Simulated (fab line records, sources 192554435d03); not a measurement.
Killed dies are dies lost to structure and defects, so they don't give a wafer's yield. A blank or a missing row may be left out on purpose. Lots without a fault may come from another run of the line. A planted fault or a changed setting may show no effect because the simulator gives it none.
fab line records | flow n5_finfet
record lots=9 wafers=27 last_day=18
route steps=1938 shown MOL_CONTACT_COAG@592 BEOL_M4@1111 PASSIVATION@1936
lots that met no fault: from a run of the same line without faults
start_h: hours from the record's first day to the start of the lot's first wafer shown | wait_h: hours since the lot's step before | " the same as in the row above | L1.1+2: a row that stands for several wafers | - no value, or no start given | * or withheld: withheld | < > ~ a bound
route shown NAME@n: a module of which the file shows steps, and the number in the route of the first | usual: mean/standard deviation of fault-free wafers | same: alike in all rows | chamber/n: place in a boat | sites: the reading at each site | _std_site: their standard deviation | _edge_site: outer sites' mean less inner sites' | radius_mm: how far each site lies from the wafer's centre | mask NAME#n: copy n | behind: the tool/chamber that last shaped the wafer | hold: why the lot was held/for how many hours/how that ended | device: the transistor (n, p or np) that didn't switch | end of line: the same wafers' tests at the end of the route | a step without rows: its recipe alone | killed: dies lost to structure and defects at the first sort, not the wafer's yield | map: a wafer's dies, x killed, . not, _ none there
set.NAME: the setting as run; set.NAME@STEP: as run at that earlier step | model.NAME: the simulator's own value behind a step, which no gauge read
steps of the route over a sample of lots; a table a step, a row a wafer
services: from which hour (start_h, from the record's first day; less than 0 if before it) a tool's chamber was out of use, for how many hours, and why
## steps
# step N5_MOL_CONTACT_COAG_CD_MEAS_137
# recipe target_cd_nm=16
# usual cd_nm=15.9/0.47
# columns lot.wafer tool chamber start_h wait_h cd_nm
L324.3 cd_sem-02 - 111.69 0.0 15.7
L324.4 " - " " 16.3
L324.6 " - " " 16.1
L326.1 cd_sem-01 - 121.15 0.0 15.8
L326.3 " - " " 16.4
L326.5 " - " " 16.4
L327.2 cd_sem-02 - 131.70 0.0 16.0
L327.4 " - " " 16.5
L327.5 " - " " 16.1
L330.2 cd_sem-02 - 152.06 0.0 16.0
L330.4 " - " " 15.5
L330.5 " - " " 16.0
L337.2 cd_sem-02 - 192.53 0.0 16.5
L337.3 " - " " 16.0
L337.5 " - " " 16.3
L339.1 cd_sem-03 - 201.87 0.0 15.2
L339.5 " - " " 14.8
L339.6 " - " " 15.6
L344.1 cd_sem-02 - 226.66 0.0 16.5
L344.5 " - " " 16.6
L344.6 " - " " 16.2
L346.1 cd_sem-03 - 238.11 0.0 16.1
L346.4 " - " " 15.2
L346.5 " - " " 15.2
L345.1 cd_sem-01 - 238.43 0.0 15.4
L345.2 " - " " 15.3
L345.3 " - " " 16.4
# step N5_MOL_CONTACT_COAG_ETCH_66
# recipe chemistry=CF4 target=SiARC target_depth_a=130 mask_material=CAR-EUV time_s=21.7 ion_energy_ev=80 pressure_mtorr=40 source_w=545 bias_w=36 Ar_flow_sccm=100 cf4_flow_sccm=100 ends=cleared
# usual drypump_motor_current_A=5.8/0.35 etch_rf_on_time_s=21.1/0.62 oes_product_au=0.72/0.083 rf_vpp_V=184.3/1.3 showerhead_plenum_p_Torr=2.16/0.065 throttle_valve_pct=15.63/0.21
# columns lot.wafer tool chamber start_h wait_h drypump_motor_current_A etch_rf_on_time_s oes_product_au rf_hours_counter_h rf_vpp_V showerhead_plenum_p_Torr throttle_valve_pct
L324.3 rie_diel-03 3 112.31 0.0 5.6 20.3 0.77 38 184.6 2.19 15.41
L324.4 " 0 " " 5.5 20.9 0.63 168 184.5 2.21 15.97
L324.6 " 3 " " 5.6 20.4 0.76 - 183.7 2.19 15.41
L326.1 rie_diel-03 3 121.64 0.0 5.6 20.2 0.77 41 185.2 2.19 15.42
L326.3 " 1 " " 5.4 21.0 0.63 190 183.3 2.05 15.86
L326.5 " 1 " " 5.4 21.0 0.63 - 182.7 2.05 15.84
L327.2 rie_diel-05 3 132.20 0.0 5.3 20.0 0.87 1 182.8 2.10 15.71
L327.4 " 1 " " 5.8 21.1 0.76 38 184.4 2.21 15.38
L327.5 " 1 " " 5.8 21.1 0.77 - 184.5 2.21 15.41
L330.2 rie_diel-01 1 154.16 0.0 5.9 22.2 0.68 96 185.8 2.23 15.37
L330.4 " 2 " " 6.2 20.6 0.89 - 184.2 2.20 15.51
L330.5 " 1 " " 5.9 22.3 0.68 - 184.0 2.23 15.37
L337.2 rie_diel-01 0 193.15 0.0 6.2 20.8 0.69 132 184.5 2.17 15.82
L337.3 " 2 " " 6.2 20.8 0.81 22 183.5 2.20 15.54
L337.5 " 3 " " 5.1 21.4 0.82 - 186.8 2.27 15.29
L339.1 rie_diel-05 1 202.36 0.0 5.8 21.3 0.75 52 185.2 2.20 15.41
L339.5 " 0 " " 5.8 21.6 0.63 - 185.2 2.10 15.55
L339.6 " 3 " " 5.3 20.3 0.81 - 182.8 2.10 15.77
L344.1 rie_diel-01 3 227.16 0.0 5.1 21.2 0.79 18 185.2 2.26 15.33
L344.5 " 3 " " 5.1 21.3 0.79 - 186.7 2.26 15.31
L344.6 " 2 " " 6.2 20.7 0.79 - 182.8 2.19 15.58
L346.1 rie_diel-05 1 238.74 0.0 5.8 21.8 0.72 63 183.6 2.20 15.44
L346.4 " 3 " " 5.3 20.4 0.78 27 183.8 2.09 15.78
L346.5 " 2 " " 5.9 20.5 0.78 - 182.0 2.11 15.88
L345.1 rie_diel-01 1 238.92 0.0 5.9 22.3 0.65 130 186.4 2.22 15.45
L345.2 " 3 " " 5.1 21.3 0.78 21 186.6 2.26 15.32
L345.3 " 0 " " 6.2 20.5 0.68 148 183.8 2.16 15.86
# step N5_MOL_CONTACT_COAG_ALD_133
# recipe material=SiO2 target_thk_a=50 temp_c=100 ald_precursor_family=BDEAS ald_co_reactant=O2-plasma pulse_time_s=1 co_reactant_pulse_time_s=1 purge_time_s=2 co_reactant_purge_time_s=2 ald_cycles=35 pressure_torr=2
# usual ald_cycles=35/0 heater_power_w=76/4.4 precursor_pulse_height_rel=0.999/0.019
# same purge_time_s=2
# columns lot.wafer tool chamber start_h wait_h ald_cycles heater_power_w precursor_pulse_height_rel
L324.3 ald_sin-03 3 112.39 0.1 35 77 1.023
L324.4 " 3 " " 35 79 0.970
L324.6 " 0 " " 35 69 0.994
L326.1 ald_sin-03 0 121.80 0.1 35 68 0.992
L326.3 " 2 " " 35 80 0.996
L326.5 " 0 " " 35 68 0.994
L327.2 ald_sin-04 3 132.28 0.1 35 76 0.973
L327.4 " 1 " " 35 79 1.009
L327.5 " 1 " " 35 77 1.007
L330.2 ald_sin-01 3 154.24 0.1 35 80 0.961
L330.4 " 0 " " 35 75 0.999
L330.5 " 3 " " 35 80 1.002
L337.2 ald_sin-03 1 193.41 0.2 35 70 0.978
L337.3 " 2 " " 55 82 1.029
L337.5 " 0 " " 35 67 0.977
L339.1 ald_sin-01 1 202.53 0.1 35 74 0.986
L339.5 " 0 " " 35 73 1.008
L339.6 " 1 " " 35 73 0.987
L344.1 ald_sin-03 2 227.29 0.1 35 79 1.036
L344.5 " 2 " " 35 81 0.960
L344.6 " 3 " " 55 76 0.980
L346.1 ald_sin-01 0 238.82 0.1 35 74 1.016
L346.4 " 1 " " 35 73 1.014
L346.5 " 3 " " 35 81 1.003
L345.1 ald_sin-01 0 239.00 0.1 35 74 0.988
L345.2 " 3 " " 35 81 0.984
L345.3 " 2 " " 35 77 0.953
# step N5_MOL_CONTACT_COAG_VIA_ETCH_117
# recipe chemistry=C4F6/O2 target_depth_a=400 overetch_a=80 mask_material=SOC target=SiO2 bias_w=455 pressure_mtorr=10 time_s=26 source_w=325 Ar_flow_sccm=300 C4F6_flow_sccm=10 O2_flow_sccm=10 ion_energy_ev=575.3 ends=end_point
# usual drypump_motor_current_A=5.8/0.32 oes_product_au=0.73/0.079 rf_vpp_V=1586/23 showerhead_plenum_p_Torr=2.86/0.091 throttle_valve_pct=41.2/0.5
# columns lot.wafer tool chamber start_h wait_h drypump_motor_current_A oes_product_au rf_hours_counter_h rf_vpp_V showerhead_plenum_p_Torr throttle_valve_pct
L324.3 rie_diel-05 2 112.73 0.0 5.8 0.86 4 1588 2.79 41.6
L324.4 " 1 " " 5.8 0.79 - 1576 2.93 41.3
L324.6 " 2 " " 5.8 0.86 - 1587 2.79 41.6
L326.1 rie_diel-03 3 122.13 0.0 5.6 0.75 41 1559 2.91 41.6
L326.3 " 2 " " 5.7 0.67 152 1542 2.74 41.1
L326.5 " 2 " " 5.7 0.68 - 1543 2.74 41.1
L327.2 rie_diel-05 2 132.62 0.0 5.9 0.83 12 1589 2.78 41.6
L327.4 " 0 " " 5.8 0.67 175 1576 2.79 40.0
L327.5 " 0 " " 5.8 0.66 - 1576 2.79 40.0
L330.2 rie_diel-01 2 154.84 0.0 6.2 0.88 1 1611 2.95 41.9
L330.4 " 0 " " 6.2 0.71 - 1579 2.88 41.3
L330.5 " 1 " " 5.9 0.72 - 1618 2.98 40.6
L337.2 rie_diel-03 3 193.94 0.0 5.6 0.72 70 1560 2.90 41.7
L337.3 " 1 " " 5.4 0.61 221 1598 2.71 41.2
L337.5 " 2 " " 5.7 0.65 - 1542 2.73 41.1
L339.1 rie_diel-03 2 202.87 0.0 5.7 0.65 176 1541 2.73 41.1
L339.5 " 3 " " 5.6 0.72 - 1558 2.90 41.7
L339.6 " 2 " " 5.8 0.65 - 1542 2.73 41.1
L344.1 rie_diel-03 2 227.63 0.0 5.7 0.65 185 1539 2.72 41.1
L344.5 " 0 " " 5.5 0.61 - 1620 2.91 41.0
L344.6 " 1 " " 5.4 0.62 - 1597 2.70 41.2
L346.1 rie_diel-05 2 239.25 0.0 5.8 0.79 36 1586 2.77 41.6
L346.4 " 1 " " 5.8 0.76 63 1576 2.91 41.4
L346.5 " 2 " " 5.9 0.79 - 1587 2.77 41.6
L345.1 rie_diel-01 1 239.57 0.0 5.9 0.69 131 1617 2.96 40.6
L345.2 " 0 " " 6.2 0.68 148 1577 2.86 41.3
L345.3 " 3 " " 5.1 0.81 22 1565 3.00 40.6
# step N5_BEOL_M4_RC_MEAS_101
# usual DIBL_N=35.4/2.1 DIBL_P=34.8/2.6 IOFF_N=0.15/0.037 IOFF_P=0.19/0.037 ION_N=677/16 ION_P=462/9.3 SS_N=71.4/0.75 SS_P=72.9/0.77 VT_N=250/3.7 VT_P=-251/3.5
# columns lot.wafer tool chamber start_h wait_h DIBL_N[mV/V] DIBL_P[mV/V] IOFF_N[nA/um] IOFF_P[nA/um] ION_N[uA/um] ION_P[uA/um] SS_N[mV/dec] SS_P[mV/dec] VT_N[mV] VT_P[mV]
L324.3 prober-02 0 183.90 0.3 34.8 32.0 0.13 0.19 679 472 70.9 72.6 250 -248
L324.4 " 0 " " 35.0 32.7 0.14 0.20 682 478 71.0 72.5 249 -250
L324.6 " 0 " " 33.1 30.1 0.11 0.17 672 470 70.0 72.6 253 -251
L326.1 prober-02 0 198.45 0.2 34.7 35.4 0.15 0.18 697 463 70.7 72.6 249 -256
L326.3 " 0 " " 31.1 31.0 0.09 0.13 665 461 70.3 71.1 256 -256
L326.5 " 0 " " 35.3 35.7 0.14 0.19 679 464 71.1 72.5 249 -252
L327.2 prober-02 0 200.94 0.2 39.0 37.7 0.24 0.23 679 456 72.0 74.2 245 -248
L327.4 " 0 " " 32.9 31.1 0.12 0.15 672 463 70.8 72.4 255 -252
L327.5 " 0 " " 37.2 35.9 0.20 0.21 688 465 72.7 73.9 245 -248
L330.2 prober-01 0 226.99 0.6 35.8 35.1 0.16 0.19 697 474 71.5 72.5 246 -249
L330.4 " 0 " " 36.6 34.8 0.16 0.19 688 464 71.2 73.1 247 -251
L330.5 " 0 " " 36.7 35.7 0.16 0.20 690 471 71.1 72.8 247 -250
L337.2 prober-01 0 255.53 0.2 33.4 32.6 0.11 0.17 661 455 71.3 72.1 254 -250
L337.5 " 0 " " 36.4 34.9 0.15 0.20 652 452 72.4 72.8 253 -249
L339.1 prober-01 0 278.83 0.0 37.6 37.1 0.17 0.22 678 467 71.9 73.8 248 -246
L339.5 " 0 " " 35.6 36.4 0.13 0.20 662 464 71.2 72.4 254 -250
L339.6 " 0 " " 38.4 37.6 0.22 0.24 669 460 72.4 73.7 249 -248
L344.1 prober-01 0 303.81 0.3 40.6 40.7 0.28 0.31 709 480 73.2 74.6 241 -246
L344.5 " 0 " " 38.2 37.9 0.23 0.25 708 479 72.2 73.6 244 -245
L346.1 prober-02 0 326.03 0.0 38.0 40.0 0.22 0.26 710 477 72.6 73.7 242 -247
L346.4 " 0 " " 36.1 37.1 0.18 0.23 701 476 71.7 73.3 247 -250
L346.5 " 0 " " 36.0 36.9 0.17 0.21 689 467 71.4 73.6 246 -250
L345.1 prober-01 0 327.31 0.0 35.5 35.0 0.15 0.23 676 468 71.7 73.1 254 -243
L345.2 " 0 " " 32.7 31.9 0.11 0.18 672 472 70.3 71.7 254 -247
L345.3 " 0 " " 35.4 36.6 0.16 0.25 688 474 71.5 72.9 249 -244
# step N5_PASSIVATION_PROBE_49
# usual defect_limited_yield=90.5/1.7 killed_at_M0_to_M3=37/12 killed_at_M4_up=14/5.2 killed_at_contacts=12/5.9 killed_at_front_end=45/14 killed_at_other=3.5/2.8 killed_dies=112/21 killed_on_rim=15/4.5 killed_open=73/15 killed_short=36/8.9 sort_bin_4_leakage=0.00/0.007 sort_bin_5_function=5.6/1.2 sort_bin_6_memory=3.5/0.68 sort_bin_8_speed=0.01/0.1 sort_n_pass=1068/21 sort_yield_pct=90.5/1.8
# same gross_dies=1180 killed_at_back_side=0
# columns lot.wafer tool chamber start_h wait_h defect_limited_yield[%] killed_at_M0_to_M3 killed_at_M4_up killed_at_contacts killed_at_front_end killed_at_other killed_dies killed_on_rim killed_open killed_short sort_bin_4_leakage[%] sort_bin_5_function[%] sort_bin_6_memory[%] sort_bin_8_speed[%] sort_n_pass sort_yield_pct[%]
L324.3 prober-02 - 301.02 0.1 91.2 26 22 7 48 1 104 10 55 46 0 5.2 3.2 0 1076 91.2
L324.4 prober-02 - 301.07 0.2 91.2 32 22 3 46 1 104 10 58 43 0 4.3 4.2 0 1076 91.2
L324.6 prober-02 - 301.17 0.3 93.1 25 18 4 30 4 81 12 50 30 0 3.8 2.7 0 1099 93.1
L326.1 prober-01 - 307.87 0.0 92.2 23 9 12 42 6 92 12 58 31 0 4.3 2.8 0 1088 92.2
L326.3 prober-01 - 307.97 0.1 91.9 34 14 15 32 0 95 8 55 37 0 5.3 2.4 0 1085 91.9
L326.5 prober-01 - 308.07 0.2 90.4 38 18 17 34 6 113 18 78 28 0 5.3 3.8 0 1067 90.4
L327.2 prober-01 - 322.17 0.1 90.1 36 25 15 37 4 117 11 76 36 0 5.6 3.8 0 1063 90.1
L327.4 prober-01 - 322.27 0.2 89.2 32 25 18 52 1 128 17 74 49 0 5.8 4.2 0 1052 89.2
L327.5 prober-01 - 322.32 0.2 89.9 45 13 12 45 4 119 20 74 44 0 5.9 3.7 0 1061 89.9
L330.2 prober-02 - 336.67 0.1 90.4 32 22 13 43 3 113 21 76 29 0 5.7 3.7 0 1067 90.4
L330.4 prober-02 - 336.77 0.2 89.7 29 13 19 58 3 122 17 79 37 0 6.7 3.6 0 1058 89.7
L330.5 prober-02 - 336.82 0.2 92.5 37 9 7 33 2 88 14 61 22 0 4.7 2.4 0 1092 92.5
L337.2 prober-02 - 367.76 0.1 88.8 32 13 7 72 8 132 9 84 46 0 7.0 3.8 0 1048 88.8
L337.3 prober-02 - 367.81 0.1 0 37 12 1063 67 1 1180 152 76 42 0 95.9 3.7 0 0 0
L337.5 prober-02 - 367.91 0.2 86.6 47 15 11 82 3 158 28 110 47 0 8.2 4.6 0 1022 86.6
L344.1 prober-01 - 407.23 0.0 89.2 27 12 13 65 11 128 22 81 44 0.08 6.1 3.9 0 1051 89.1
L344.5 prober-01 - 407.43 0.2 89.8 15 13 19 66 7 120 14 85 31 0 5.9 3.8 0 1060 89.8
L344.6 prober-01 - 407.48 0.3 0 25 21 1066 58 10 1180 152 87 34 0 96.7 3.1 0 0 0
# killed by level:class
L324.3 BEOL_M0_SAQP:geometric_particle:short=8 FIN_SAQP:geometric_particle:short=7 STI_FIN_REVEAL:geometric_particle:open=7 GATE_CUT:geometric_particle:short=7 FIN_SAQP:geometric_particle:open=6 STI_FIN_REVEAL:geometric_particle:short=5 DUMMY_GATE:geometric_particle:open=5 BEOL_M4:geometric_particle:open=5
L324.4 FIN_SAQP:geometric_particle:short=10 BEOL_M3:geometric_particle:open=9 STI_FIN_REVEAL:geometric_particle:open=8 BEOL_M1:geometric_particle:open=6 FIN_SAQP:geometric_particle:open=5 GATE_CUT:geometric_particle:short=5 GATE_CUT:geometric_particle:open=4 BEOL_M0_SAQP:geometric_particle:short=4
L324.6 BEOL_M2:geometric_particle:open=13 BEOL_M4:geometric_particle:open=8 FIN_SAQP:geometric_particle:short=5 FIN_SAQP:geometric_particle:open=4 ILD0:geometric_particle:short=4 GATE_CUT:geometric_particle:short=4 BEOL_M3:geometric_particle:short=4 STARTING-WAFER:geometric_particle:open=4
L326.1 MOL_CONTACT_COAG:geometric_particle:open=11 DUMMY_GATE:geometric_particle:open=7 FIN_SAQP:geometric_particle:open=5 STI_FIN_REVEAL:geometric_particle:open=5 GATE_CUT:geometric_particle:open=5 GATE_CUT:geometric_particle:short=5 BEOL_M0_SAQP:geometric_particle:open=5 FIN_SAQP:geometric_particle:short=4
L326.3 MOL_CONTACT_COAG:geometric_particle:open=11 BEOL_M0_SAQP:geometric_particle:short=9 BEOL_M0_SAQP:geometric_particle:open=7 BEOL_M4:geometric_particle:open=7 ILD0:geometric_particle:short=6 FIN_SAQP:geometric_particle:short=5 STI_FIN_REVEAL:geometric_particle:open=5 BEOL_M1:geometric_particle:open=5
L326.5 MOL_CONTACT_COAG:geometric_particle:open=15 BEOL_M0_SAQP:geometric_particle:open=10 BEOL_M2:geometric_particle:open=7 STI_FIN_REVEAL:geometric_particle:open=6 DUMMY_GATE:geometric_particle:open=6 BEOL_M0_SAQP:geometric_particle:short=6 BEOL_M3:geometric_particle:open=5 PAD_METAL:geometric_particle:open=5
L327.2 BEOL_M2:geometric_particle:open=13 BEOL_M4:geometric_particle:open=13 MOL_CONTACT_COAG:geometric_particle:open=11 FIN_SAQP:geometric_particle:open=10 BEOL_M0_SAQP:geometric_particle:short=8 STI_FIN_REVEAL:geometric_particle:open=7 BEOL_M0_SAQP:geometric_particle:open=6 GATE_CUT:geometric_particle:open=5
L327.4 FIN_SAQP:geometric_particle:open=12 STI_FIN_REVEAL:geometric_particle:open=12 MOL_CONTACT_COAG:geometric_particle:open=11 BEOL_M3:geometric_particle:short=10 BEOL_M4:geometric_particle:open=9 FIN_SAQP:geometric_particle:short=8 MOL_CONTACT_COAG:geometric_particle:short=7 BEOL_M0_SAQP:geometric_particle:open=6
L327.5 FIN_SAQP:geometric_particle:open=11 BEOL_M0_SAQP:geometric_particle:short=11 MOL_CONTACT_COAG:geometric_particle:open=9 BEOL_M0_SAQP:geometric_particle:open=9 FIN_SAQP:geometric_particle:short=8 STI_FIN_REVEAL:geometric_particle:open=8 BEOL_M2:geometric_particle:open=6 BEOL_M3:geometric_particle:open=6
L330.2 STI_FIN_REVEAL:geometric_particle:open=20 MOL_CONTACT_COAG:geometric_particle:open=11 BEOL_M0_SAQP:geometric_particle:short=8 BEOL_M0_SAQP:geometric_particle:open=7 BEOL_M4:geometric_particle:open=7 DUMMY_GATE:geometric_particle:open=5 GATE_CUT:geometric_particle:short=5 BEOL_M1:geometric_particle:open=4
L330.4 STI_FIN_REVEAL:geometric_particle:open=19 FIN_SAQP:geometric_particle:open=14 MOL_CONTACT_COAG:geometric_particle:open=11 FIN_SAQP:geometric_particle:short=8 BEOL_M3:geometric_particle:open=8 MOL_CONTACT_COAG:geometric_particle:short=7 DUMMY_GATE:geometric_particle:open=5 BEOL_M0_SAQP:geometric_particle:short=5
L330.5 FIN_SAQP:geometric_particle:open=12 BEOL_M0_SAQP:geometric_particle:open=7 BEOL_M0:geometric_particle:open=7 BEOL_M2:geometric_particle:open=5 BEOL_M3:geometric_particle:open=5 DUMMY_GATE:geometric_particle:open=4 GATE_CUT:geometric_particle:short=4 BEOL_M0_SAQP:geometric_particle:short=4
L337.2 FIN_SAQP:geometric_particle:open=17 GATE_CUT:geometric_particle:short=14 STI_FIN_REVEAL:geometric_particle:open=14 BEOL_M2:geometric_particle:open=11 GATE_CUT:geometric_particle:open=9 BEOL_M0_SAQP:geometric_particle:short=9 BEOL_M4:geometric_particle:open=7 STI_FIN_REVEAL:geometric_particle:short=7
L337.3 MOL_CONTACT_COAG:area_ald=1060 FIN_SAQP:geometric_particle:open=19 STI_FIN_REVEAL:geometric_particle:open=13 FIN_SAQP:geometric_particle:short=10 BEOL_M0_SAQP:geometric_particle:short=7 BEOL_M0_SAQP:geometric_particle:open=6 BEOL_M2:geometric_particle:open=6 BEOL_M3:geometric_particle:open=6
L337.5 STI_FIN_REVEAL:geometric_particle:open=23 FIN_SAQP:geometric_particle:open=19 BEOL_M0_SAQP:geometric_particle:open=14 MOL_CONTACT_COAG:geometric_particle:open=10 BEOL_M0_SAQP:geometric_particle:short=9 DUMMY_GATE:geometric_particle:open=8 BEOL_M2:geometric_particle:open=8 BEOL_M4:geometric_particle:open=7
L344.1 STI_FIN_REVEAL:geometric_particle:open=22 FIN_SAQP:geometric_particle:short=15 FIN_SAQP:geometric_particle:open=8 MOL_CONTACT_COAG:geometric_particle:open=8 BEOL_M1:geometric_particle:open=8 GATE_CUT:geometric_particle:short=6 MOL_CONTACT_COAG:geometric_particle:short=5 BEOL_M0_SAQP:geometric_particle:open=5
L344.5 FIN_SAQP:geometric_particle:open=18 MOL_CONTACT_COAG:geometric_particle:open=16 STI_FIN_REVEAL:geometric_particle:open=14 FIN_SAQP:geometric_particle:short=9 GATE_CUT:geometric_particle:short=8 BEOL_M1:geometric_particle:open=7 DUMMY_GATE:geometric_particle:open=5 BEOL_M2:geometric_particle:open=4
L344.6 MOL_CONTACT_COAG:area_ald=1057 STI_FIN_REVEAL:geometric_particle:open=24 BEOL_M1:geometric_particle:open=12 FIN_SAQP:geometric_particle:short=10 BEOL_M4:geometric_particle:open=9 FIN_SAQP:geometric_particle:open=7 BEOL_M2:geometric_particle:open=6 MOL_CONTACT_COAG:geometric_particle:open=5
## services
# columns tool chamber start_h hours kind
rie_diel-05 2 88.44 - clean
rie_diel-05 2 88.44 - consumable_replace:focus_ring
rie_diel-05 2 88.44 17.2 scheduled_down
rie_diel-05 2 88.44 17.2 vent_cycle
ald_sin-03 1 94.06 38.2 repair
ald_sin-01 1 103.98 88.0 repair
rie_diel-05 3 109.75 - clean
rie_diel-05 3 109.75 - consumable_replace:focus_ring
rie_diel-05 3 109.75 20.4 scheduled_down
rie_diel-05 3 109.75 20.4 vent_cycle
rie_diel-01 2 134.57 - clean
rie_diel-01 2 134.57 - consumable_replace:esc
rie_diel-01 2 134.57 - consumable_replace:focus_ring
rie_diel-01 - 141.22 1.0 repair
rie_diel-05 - 143.37 14.6 pm
rie_diel-03 3 149.91 2.5 repair
ald_sin-03 2 160.21 7.0 repair
ald_sin-04 - 170.99 6.1 pm
rie_diel-05 - 180.40 15.6 pm
ald_sin-01 - 215.63 6.0 pm
ald_sin-03 - 224.47 0.7 repair
ald_sin-01 0 228.73 4.1 repair
ald_sin-04 1 233.35 5.2 repair
ald_sin-04 - 236.40 0.5 repair
## key
first_sign step=N5_MOL_CONTACT_COAG_ALD_133 reading=ald_cycles direction=up sigmas=99+ usual=* struck=*
effect step=N5_PASSIVATION_PROBE_49 reading=killed_at_contacts direction=up sigmas=99+ usual=12 struck=1064
more_kills_born_at N5_MOL_CONTACT_COAG_ALD_133@ald_sin-03=2117
met_at N5_MOL_CONTACT_COAG_ALD_133
struck_lots L337,L344
struck_wafers L337.3,L344.6
later_rows_left_out L337.3,L344.6
not_acting_at N5_MOL_CONTACT_COAG_CD_MEAS_137,N5_MOL_CONTACT_COAG_ETCH_66,N5_MOL_CONTACT_COAG_VIA_ETCH_117
onset_between 121.80 193.41
fault kind=process_parameter_drift tool=ald_sin-03 chamber=- onset_h=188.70 steps=N5_MOL_CONTACT_COAG_ALD_133 channel=ald_cycles offset=* shape=step end_h=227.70 scope=struck_wafers_only acts_in=* stated=*
# later_rows_left_out: the simulator's readings of these wafers behind a module that went badly wrong aren't trusted and aren't shown, but for the sort
